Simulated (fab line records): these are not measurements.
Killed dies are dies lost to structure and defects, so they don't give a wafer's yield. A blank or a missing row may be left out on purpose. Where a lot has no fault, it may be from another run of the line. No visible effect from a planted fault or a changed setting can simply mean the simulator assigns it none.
fab line records	flow n5_finfet
record lots=8	wafers=23	last_day=17
route steps=1938 shown FIN_SAQP@124 FIN_CUT@165 BEOL_M4@1111 PASSIVATION@1936
lots untouched by any fault: they come from a run of this same line in which no faults occurred
start_h: hours from the record's first day to the start of the lot's first wafer shown	wait_h: time in hours since the lot's previous step	" unchanged from the row above	L1.1+2: a single row standing in for several wafers	- no value present, or no start provided	* or withheld: withheld	< > ~ a bound
route shown NAME@n: names a module that has steps shown in the file, with the first one's number in the route	usual: the fault-free wafers' mean and standard deviation	same: alike in all rows	chamber/n: place in a boat	sites: readings site by site	_std_site: the standard deviation of these	_edge_site: outer sites' mean less inner sites'	radius_mm: for every site, how far away it sits from the centre of the wafer	mask NAME#n: copy n	behind: the tool/chamber that last shaped the wafer	hold: the reason the lot was held/the length of the hold in hours/how it ended	device: whichever transistor did not switch (one of n, p or np)	end of line: the same wafers' tests at the end of the route	a step without rows: its recipe alone	killed: dies lost to structure and defects at the first sort, not the wafer's yield	map: a wafer's dies, x killed, . not, _ none there
set.NAME: the setting that was run; set.NAME@STEP: the one run at that earlier step	model.NAME: the simulator's own value behind a step, which no gauge read
one table for each step of the route and one row for each wafer, over a sample of lots
services: from which hour (start_h, from the record's first day; less than 0 if before it) a tool's chamber was out of use, for how many hours, and why
## steps
# step N5_FIN_SAQP_RECESS_75
# recipe chemistry=HF/NH3	target=SiO2	target_depth_a=144	afs_cycles=3	temp_c=30	sublimation_temp_c=180	sublimation_time_s=60
# usual drypump_motor_current_A=5.6/0.35
lot.wafer	tool	chamber	start_h	wait_h	drypump_motor_current_A
L452.3	vapor_etch-01	0	65.31	0.1	5.4
L452.4	"	1	"	"	5.4
L452.5	"	1	"	"	5.4
L456.1	vapor_etch-02	1	89.09	0.1	6.2
L456.3	"	1	"	"	6.2
L456.4	"	0	"	"	5.4
L457.2	vapor_etch-02	1	94.18	0.0	6.2
L457.4	"	0	"	"	5.3
L458.1	vapor_etch-02	1	101.77	0.0	6.2
L458.4	"	0	"	"	5.3
L458.5	"	0	"	"	5.3
L459.2	vapor_etch-01	1	108.04	0.0	5.4
L459.5	"	1	"	"	5.4
L459.6	"	0	"	"	5.4
L460.1	vapor_etch-02	0	112.95	0.0	5.3
L460.4	"	0	"	"	5.3
L460.6	"	1	"	"	6.2
L461.2	vapor_etch-01	0	119.11	0.0	5.4
L461.4	"	0	"	"	5.4
L461.5	"	1	"	"	5.4
L467.3	vapor_etch-01	1	154.28	0.1	5.4
L467.4	"	0	"	"	5.4
L467.6	"	1	"	"	5.4
# step N5_FIN_SAQP_SPACER1_ETCHBACK_25
# recipe chemistry=CHF3/O2	mode=anisotropic_etchback	target=SiO2	target_depth_a=244	time_s=12.2	pressure_mtorr=30	source_w=650	bias_w=170	Ar_flow_sccm=200	CHF3_flow_sccm=50	O2_flow_sccm=5	ion_energy_ev=200
# usual drypump_motor_current_A=5.6/0.45	oes_product_au=0.80/0.087	rf_vpp_V=526/14	showerhead_plenum_p_Torr=2.42/0.071	throttle_valve_pct=18.69/0.26
lot.wafer	tool	chamber	start_h	wait_h	drypump_motor_current_A	oes_product_au	rf_hours_counter_h	rf_vpp_V	showerhead_plenum_p_Torr	throttle_valve_pct
L452.3	rie_diel-02	2	66.30	0.4	5.3	0.98	2	549	2.55	18.24
L452.4	"	3	"	"	5.8	0.85	70	516	2.44	18.61
L452.5	"	3	"	"	5.8	0.84	-	518	2.44	18.60
L456.1	rie_diel-05	3	90.41	0.6	5.4	0.70	210	526	2.40	18.89
L456.3	"	1	"	"	4.8	0.69	237	509	2.37	18.57
L456.4	"	2	"	"	5.6	0.82	74	528	2.45	18.80
L457.2	rie_diel-02	3	95.28	0.4	5.8	0.83	80	518	2.44	18.62
L457.4	"	0	"	"	5.7	0.90	40	526	2.36	18.51
L458.1	rie_diel-05	2	102.87	0.4	5.6	0.82	78	529	2.45	18.82
L458.4	"	0	"	"	5.2	0.83	74	513	2.36	18.63
L458.5	"	1	"	"	4.9	0.68	-	509	2.37	18.61
L459.2	rie_diel-06	2	109.14	0.4	6.4	0.71	214	500	2.30	19.51
L459.5	"	2	"	"	6.4	0.71	-	502	2.30	19.52
L459.6	"	3	"	"	6.6	0.73	-	531	2.48	19.03
L460.1	rie_diel-02	2	114.05	0.4	5.3	0.92	18	548	2.54	18.26
L460.4	"	0	"	"	5.7	0.88	46	526	2.36	18.51
L460.6	"	2	"	"	5.3	0.91	-	549	2.54	18.28
L461.2	rie_diel-02	2	120.21	0.4	5.3	0.91	21	549	2.54	18.27
L461.4	"	1	"	"	6.0	0.72	194	546	2.48	18.95
L461.5	"	2	"	"	5.3	0.91	-	548	2.54	18.26
L467.3	rie_diel-05	1	155.26	0.4	4.9	0.96	4	509	2.36	18.21
L467.4	"	2	"	"	5.6	0.79	98	528	2.44	18.82
L467.6	"	1	"	"	4.9	0.97	-	509	2.36	18.22
# step N5_FIN_SAQP_ETCH_57
# recipe chemistry=CH3F/O2	target=SiNx	mask_material=SiO2	target_depth_a=325	time_s=46.4	pressure_mtorr=30	source_w=395	bias_w=73	Ar_flow_sccm=150	CH3F_flow_sccm=30	O2_flow_sccm=20	ion_energy_ev=120	ends=cleared
# usual drypump_motor_current_A=5.6/0.56	etch_rf_on_time_s=46.4/1	oes_product_au=0.68/0.081	rf_vpp_V=298/7.8	showerhead_plenum_p_Torr=2.02/0.066	throttle_valve_pct=16.2/0.32
lot.wafer	tool	chamber	start_h	wait_h	drypump_motor_current_A	etch_rf_on_time_s	oes_product_au	rf_hours_counter_h	rf_vpp_V	showerhead_plenum_p_Torr	throttle_valve_pct
L452.3	rie_diel-06	3	66.54	0.0	6.6	47.3	0.63	176	302	2.07	16.5
L452.4	"	2	"	"	6.4	46.5	0.63	198	284	1.92	16.9
L452.5	"	3	"	"	6.6	47.8	0.63	-	302	2.07	16.5
L456.1	rie_diel-02	1	90.66	0.1	6.0	46.3	0.63	185	309	2.06	16.4
L456.3	"	3	"	"	5.8	44.9	0.72	79	294	2.02	16.0
L456.4	"	2	"	"	5.3	47.9	0.80	11	311	2.12	15.7
L457.2	rie_diel-05	3	95.53	0.0	5.4	46.9	0.60	212	299	1.99	16.4
L457.4	"	2	"	"	5.6	47.9	0.70	76	300	2.04	16.2
L458.1	rie_diel-06	0	103.12	0.0	5.0	45.5	0.80	26	304	2.13	15.9
L458.4	"	3	"	"	6.7	48.2	0.61	190	300	2.06	16.5
L458.5	"	0	"	"	5.0	46.1	0.79	-	304	2.13	15.9
L459.2	rie_diel-06	2	109.39	0.0	6.4	46.2	0.60	214	285	1.91	17.0
L459.5	"	1	"	"	5.1	46.9	0.58	-	289	1.97	16.3
L459.6	"	2	"	"	6.4	45.9	0.61	-	285	1.91	17.0
L460.1	rie_diel-02	3	114.31	0.1	5.8	45.0	0.71	87	292	2.02	16.1
L460.4	"	1	"	"	6.0	46.3	0.62	192	309	2.06	16.4
L460.6	"	0	"	"	5.7	44.5	0.75	-	299	1.96	15.9
L461.2	rie_diel-02	2	120.47	0.1	5.3	47.2	0.79	21	311	2.11	15.7
L461.4	"	0	"	"	5.7	46.2	0.74	49	300	1.96	15.9
L461.5	"	1	"	"	6.0	47.7	0.62	-	310	2.06	16.4
L467.3	rie_diel-02	3	155.59	0.1	5.8	45.8	0.69	101	293	2.01	16.1
L467.4	"	0	"	"	5.7	45.7	0.73	59	300	1.95	16.0
L467.6	"	2	"	"	5.3	48.7	0.75	-	311	2.11	15.7
# step N5_FIN_SAQP_STRIP_77
# recipe chemistry=N2/H2	time_s=90	power_w=100	temp_c=40	pressure_mtorr=100	rf_frequency_hz=6e+07	bias_power_w=3	n2_flow_sccm=300	h2_flow_sccm=300
# usual drypump_motor_current_A=5.6/0.48	oes_product_au=0.79/0.091	rf_vpp_V=45.4/0.82	showerhead_plenum_p_Torr=3.40/0.11	throttle_valve_pct=12.1/0.3
lot.wafer	tool	chamber	start_h	wait_h	drypump_motor_current_A	oes_product_au	rf_hours_counter_h	rf_vpp_V	showerhead_plenum_p_Torr	throttle_valve_pct
L452.3	rie_diel-02	0	68.27	0.0	5.7	0.90	33	44.5	3.30	11.6
L452.4	"	1	"	"	6.0	0.74	177	44.8	3.50	12.3
L452.5	"	0	"	"	5.7	0.90	-	45.6	3.30	11.6
L456.1	rie_diel-05	1	92.30	0.0	4.9	0.69	238	45.9	3.32	12.1
L456.3	"	0	"	"	5.3	0.85	70	43.9	3.29	11.9
L456.4	"	3	"	"	5.4	0.71	210	45.8	3.36	12.3
L457.2	rie_diel-05	2	97.29	0.0	5.6	0.83	76	45.7	3.41	12.0
L457.4	"	3	"	"	5.4	0.71	212	44.4	3.35	12.3
L458.1	rie_diel-02	1	105.68	0.0	6.0	0.73	189	46.1	3.49	12.4
L458.4	"	0	"	"	5.7	0.87	43	46.4	3.29	11.7
L458.5	"	1	"	"	6.0	0.73	-	45.5	3.49	12.4
L459.2	rie_diel-05	2	111.13	0.0	5.6	0.83	81	45.9	3.41	12.0
L459.5	"	3	"	"	5.4	0.70	-	45.1	3.35	12.3
L459.6	"	2	"	"	5.6	0.83	-	46.4	3.41	12.0
L460.1	rie_diel-02	2	116.32	0.0	5.4	0.92	19	45.1	3.58	11.6
L460.4	"	1	"	"	6.0	0.72	193	44.7	3.49	12.4
L460.6	"	0	"	"	5.7	0.87	-	43.8	3.29	11.7
L461.2	rie_diel-02	1	123.25	0.0	6.0	0.73	195	45.6	3.49	12.4
L461.4	"	2	"	"	5.4	0.92	-	45.2	3.58	11.6
L461.5	"	3	"	"	5.8	0.82	-	44.0	3.41	12.0
L467.3	rie_diel-02	2	157.42	0.0	5.3	0.88	33	44.6	3.57	11.6
L467.4	"	3	"	"	5.8	0.81	102	45.6	3.40	12.1
L467.6	"	3	"	"	5.8	0.81	-	45.6	3.40	12.0
# step N5_FIN_SAQP_INSPECT_40
# recipe inspect_instrument=brightfield	mode=aei
# usual raw_defect_count=225/68
lot.wafer	tool	chamber	start_h	wait_h	raw_defect_count
L452.3	defect_inspect-01	-	68.71	0.0	87
L452.4	"	-	"	"	102
L452.5	"	-	"	"	107
L456.1	defect_inspect-01	-	92.74	0.0	198
L456.3	"	-	"	"	188
L456.4	"	-	"	"	240
L457.2	defect_inspect-01	-	97.74	0.0	237
L457.4	"	-	"	"	120
L458.1	defect_inspect-01	-	106.13	0.0	175
L458.4	"	-	"	"	762
L458.5	"	-	"	"	928
L459.2	defect_inspect-01	-	111.57	0.0	124
L459.5	"	-	"	"	165
L459.6	"	-	"	"	182
L460.1	defect_inspect-01	-	116.77	0.0	724
L460.4	"	-	"	"	811
L460.6	"	-	"	"	213
L461.2	defect_inspect-01	-	123.70	0.0	205
L461.4	"	-	"	"	159
L461.5	"	-	"	"	153
L467.3	defect_inspect-01	-	157.86	0.0	236
L467.4	"	-	"	"	289
L467.6	"	-	"	"	219
# step N5_FIN_CUT_INSPECT_10
# recipe mode=adi	inspect_instrument=brightfield
# usual raw_defect_count=43/11
lot.wafer	tool	chamber	start_h	wait_h	raw_defect_count
L452.3	defect_inspect-02	-	69.27	0.0	22
L452.4	"	-	"	"	22
L452.5	"	-	"	"	27
L456.1	defect_inspect-02	-	93.26	0.1	41
L456.3	"	-	"	"	47
L456.4	"	-	"	"	40
L457.2	defect_inspect-01	-	98.25	0.0	31
L457.4	"	-	"	"	38
L458.1	defect_inspect-01	-	106.52	0.1	35
L458.4	"	-	"	"	637
L458.5	"	-	"	"	678
L459.2	defect_inspect-01	-	112.09	0.0	26
L459.5	"	-	"	"	39
L459.6	"	-	"	"	31
L460.1	defect_inspect-02	-	117.29	0.1	633
L460.4	"	-	"	"	689
L460.6	"	-	"	"	39
L461.2	defect_inspect-02	-	124.09	0.0	41
L461.4	"	-	"	"	32
L461.5	"	-	"	"	31
L467.3	defect_inspect-02	-	158.25	0.0	47
L467.4	"	-	"	"	60
L467.6	"	-	"	"	44
# step N5_FIN_CUT_INSPECT_17
# recipe inspect_instrument=brightfield	mode=aei
# usual raw_defect_count=228/62
lot.wafer	tool	chamber	start_h	wait_h	raw_defect_count
L452.3	defect_inspect-02	-	70.22	0.0	102
L452.4	"	-	"	"	108
L452.5	"	-	"	"	120
L456.1	defect_inspect-01	-	94.43	0.0	196
L456.3	"	-	"	"	181
L456.4	"	-	"	"	239
L457.2	defect_inspect-01	-	99.20	0.0	239
L457.4	"	-	"	"	127
L458.1	defect_inspect-02	-	107.47	0.0	201
L458.4	"	-	"	"	794
L458.5	"	-	"	"	957
L459.2	defect_inspect-02	-	113.24	0.0	147
L459.5	"	-	"	"	186
L459.6	"	-	"	"	206
L460.1	defect_inspect-02	-	118.27	0.0	739
L460.4	"	-	"	"	807
L460.6	"	-	"	"	273
L461.2	defect_inspect-01	-	125.03	0.0	218
L461.4	"	-	"	"	147
L461.5	"	-	"	"	158
L467.3	defect_inspect-02	-	159.41	0.0	263
L467.4	"	-	"	"	319
L467.6	"	-	"	"	242
# step N5_BEOL_M4_RC_MEAS_101
# usual DIBL_N=36.5/1.4	DIBL_P=36.6/1.9	IOFF_N=0.167/0.029	IOFF_P=0.21/0.033	ION_N=674/12	ION_P=460/8.9	SS_N=71.6/0.57	SS_P=73.4/0.61	VT_N=249/3.3	VT_P=-250/3.3
lot.wafer	tool	chamber	start_h	wait_h	DIBL_N[mV/V]	DIBL_P[mV/V]	IOFF_N[nA/um]	IOFF_P[nA/um]	ION_N[uA/um]	ION_P[uA/um]	SS_N[mV/dec]	SS_P[mV/dec]	VT_N[mV]	VT_P[mV]
L452.3	prober-01	0	210.55	0.3	36.1	36.2	0.176	0.26	697	483	71.6	73.3	245	-244
L452.4	"	0	"	"	34.1	34.4	0.137	0.23	680	475	70.8	73.2	249	-244
L452.5	"	0	"	"	37.8	38.3	0.221	0.30	711	487	72.2	74.0	242	-242
L456.1	prober-01	0	233.39	0.0	37.6	37.8	0.174	0.24	669	461	71.9	73.7	250	-250
L456.3	"	0	"	"	36.9	38.0	0.172	0.26	694	477	71.3	73.5	248	-247
L456.4	"	0	"	"	36.2	36.3	0.153	0.22	684	468	71.9	73.2	249	-247
L457.2	prober-02	0	242.24	0.2	38.6	40.1	0.216	0.23	691	465	72.2	74.6	244	-252
L457.4	"	0	"	"	37.4	36.5	0.170	0.17	667	449	72.1	73.5	249	-255
L458.1	prober-02	0	261.62	0.4	36.3	35.4	0.172	0.21	667	456	71.7	74.1	248	-250
L458.4	"	0	"	"	36.7	35.9	0.179	0.22	674	460	71.3	74.2	249	-250
L458.5	"	0	"	"	35.4	33.3	0.136	0.17	656	450	71.5	72.9	255	-254
L459.2	prober-02	0	263.80	0.2	38.3	39.6	0.211	0.29	697	479	71.4	73.7	248	-245
L459.5	"	0	"	"	39.2	40.3	0.215	0.29	685	469	72.0	74.0	246	-244
L459.6	"	0	"	"	35.4	35.6	0.146	0.21	673	468	71.3	72.5	249	-250
L460.1	prober-01	0	265.74	0.0	37.8	38.8	0.196	0.22	677	460	71.7	73.6	245	-248
L460.4	"	0	"	"	36.9	37.7	0.180	0.21	685	464	71.3	73.5	247	-250
L460.6	"	0	"	"	35.8	36.3	0.148	0.19	670	461	71.3	73.9	249	-252
L461.2	prober-01	0	268.55	0.2	36.4	35.7	0.127	0.16	656	444	71.0	72.9	255	-257
L461.4	"	0	"	"	40.3	39.6	0.217	0.22	674	453	72.3	74.0	245	-252
L461.5	"	0	"	"	36.8	35.8	0.137	0.16	656	449	71.5	73.3	252	-258
L467.3	prober-01	0	304.14	0.3	36.3	35.9	0.147	0.21	659	459	71.3	72.9	253	-249
L467.4	"	0	"	"	38.2	37.1	0.161	0.23	665	457	71.4	73.6	250	-250
L467.6	"	0	"	"	37.6	37.4	0.169	0.24	668	464	72.0	73.7	246	-249
# step N5_PASSIVATION_PROBE_49
# usual defect_limited_yield=91.2/1.6	killed_at_M0_to_M3=34/11	killed_at_M4_up=14/5.7	killed_at_contacts=14/6.6	killed_at_front_end=37/10	killed_at_other=4/3.2	killed_dies=104/19	killed_open=69/13	killed_short=33/8.7	sort_bin_5_function=5.1/1	sort_bin_6_memory=3.3/0.76	sort_n_pass=1076/19	sort_yield_pct=91.2/1.6
# same gross_dies=1180	killed_at_back_side=0	sort_bin_4_leakage[%]=0	sort_bin_8_speed[%]=0
lot.wafer	tool	chamber	start_h	wait_h	defect_limited_yield[%]	killed_at_M0_to_M3	killed_at_M4_up	killed_at_contacts	killed_at_front_end	killed_at_other	killed_dies	killed_open	killed_short	sort_bin_5_function[%]	sort_bin_6_memory[%]	sort_n_pass	sort_yield_pct[%]
L458.1	prober-02	-	360.52	0.0	91.9	28	9	9	48	1	95	66	29	4.8	2.9	1085	91.9
L458.4	prober-02	-	360.67	0.2	79.0	26	19	19	176	8	248	79	40	12.1	6.0	932	79.0
L458.5	prober-02	-	360.72	0.2	80.5	18	20	21	166	5	230	73	31	12.6	4.1	950	80.5
L460.1	prober-01	-	366.10	0.0	81.8	36	9	8	154	8	215	64	29	13.1	3.5	965	81.8
L460.4	prober-01	-	366.25	0.2	80.8	30	8	10	175	4	227	57	37	12.8	3.6	953	80.8
L460.6	prober-01	-	366.35	0.3	91.4	49	4	10	35	4	102	59	39	4.2	3.9	1078	91.4
# killed by level:class
L458.1 STI_FIN_REVEAL:geometric_particle:open=12 FIN_SAQP:geometric_particle:short=9 MOL_CONTACT_COAG:geometric_particle:open=8 BEOL_M2:geometric_particle:open=8 STARTING-WAFER:geometric_particle:open=7 BEOL_M0_SAQP:geometric_particle:short=6 FIN_SAQP:geometric_particle:open=5 BEOL_M4:geometric_particle:open=4
L458.4 FIN_SAQP:unspecified=128 STI_FIN_REVEAL:geometric_particle:open=15 BEOL_M0_SAQP:geometric_particle:open=13 MOL_CONTACT_COAG:geometric_particle:open=13 GATE_CUT:geometric_particle:short=7 MOL_CONTACT_COAG:geometric_particle:short=6 BEOL_M4:geometric_particle:open=6 FIN_SAQP:geometric_particle:short=5
L458.5 FIN_SAQP:unspecified=126 MOL_CONTACT_COAG:geometric_particle:open=17 STI_FIN_REVEAL:geometric_particle:open=10 GATE_CUT:geometric_particle:short=10 BEOL_M2:geometric_particle:open=6 MOL_CONTACT_COAG:geometric_particle:short=4 GATE_CUT:geometric_particle:open=4 PASS1_CAP:geometric_particle:open=4
L460.1 FIN_SAQP:unspecified=121 BEOL_M1:geometric_particle:open=9 BEOL_M3:geometric_particle:open=8 BEOL_M0_SAQP:geometric_particle:open=7 GATE_CUT:geometric_particle:short=6 BEOL_M0_SAQP:geometric_particle:short=6 STI_FIN_REVEAL:geometric_particle:open=5 GATE_CUT:geometric_particle:open=5
L460.4 FIN_SAQP:unspecified=128 FIN_SAQP:geometric_particle:short=12 STI_FIN_REVEAL:geometric_particle:open=10 BEOL_M0_SAQP:geometric_particle:short=7 BEOL_M2:geometric_particle:open=6 FIN_SAQP:geometric_particle:open=5 MOL_CONTACT_COAG:geometric_particle:open=5 MOL_CONTACT_COAG:geometric_particle:short=4
L460.6 BEOL_M0_SAQP:geometric_particle:open=15 BEOL_M0_SAQP:geometric_particle:short=9 MOL_CONTACT_COAG:geometric_particle:open=8 ILD0:geometric_particle:short=7 BEOL_M1:geometric_particle:open=7 BEOL_M3:geometric_particle:open=5 FIN_SAQP:geometric_particle:open=4 STI_FIN_REVEAL:geometric_particle:open=4
## services
tool	chamber	start_h	hours	kind
rie_diel-05	3	54.01	8.8	repair
rie_diel-06	0	79.05	8.7	repair
rie_diel-02	1	87.10	2.7	repair
rie_diel-02	0	122.41	2.5	repair
vapor_etch-01	1	128.25	3.4	repair
rie_diel-05	1	129.72	-	clean
rie_diel-05	1	129.72	-	consumable_replace:focus_ring
rie_diel-05	1	129.72	12.8	scheduled_down
rie_diel-05	1	129.72	12.8	vent_cycle
rie_diel-02	0	151.41	1.6	repair
## key
first_sign step=N5_FIN_SAQP_INSPECT_40	reading=raw_defect_count	direction=up	sigmas=8.6	usual=225	struck=806
effect step=N5_FIN_CUT_INSPECT_10	reading=raw_defect_count	direction=up	sigmas=55	usual=43	struck=659
effect step=N5_FIN_CUT_INSPECT_17	reading=raw_defect_count	direction=up	sigmas=9.6	usual=228	struck=824
effect step=N5_PASSIVATION_PROBE_49	reading=killed_at_front_end	direction=up	sigmas=13	usual=37	struck=168
more_kills_born_at N5_FIN_SAQP_RECESS_75@vapor_etch-02=503
met_at N5_FIN_SAQP_RECESS_75
struck_lots L458,L460
struck_wafers L458.4,L458.5,L460.1,L460.4
not_acting_at N5_FIN_SAQP_SPACER1_ETCHBACK_25,N5_FIN_SAQP_ETCH_57,N5_FIN_SAQP_STRIP_77
onset_between 94.18 101.77
fault kind=chamber_particle_source	tool=vapor_etch-02	chamber=0	onset_h=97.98	steps=N5_FIN_SAQP_RECESS_75	rate_per_visit_cm2=0.9339	end_h=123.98
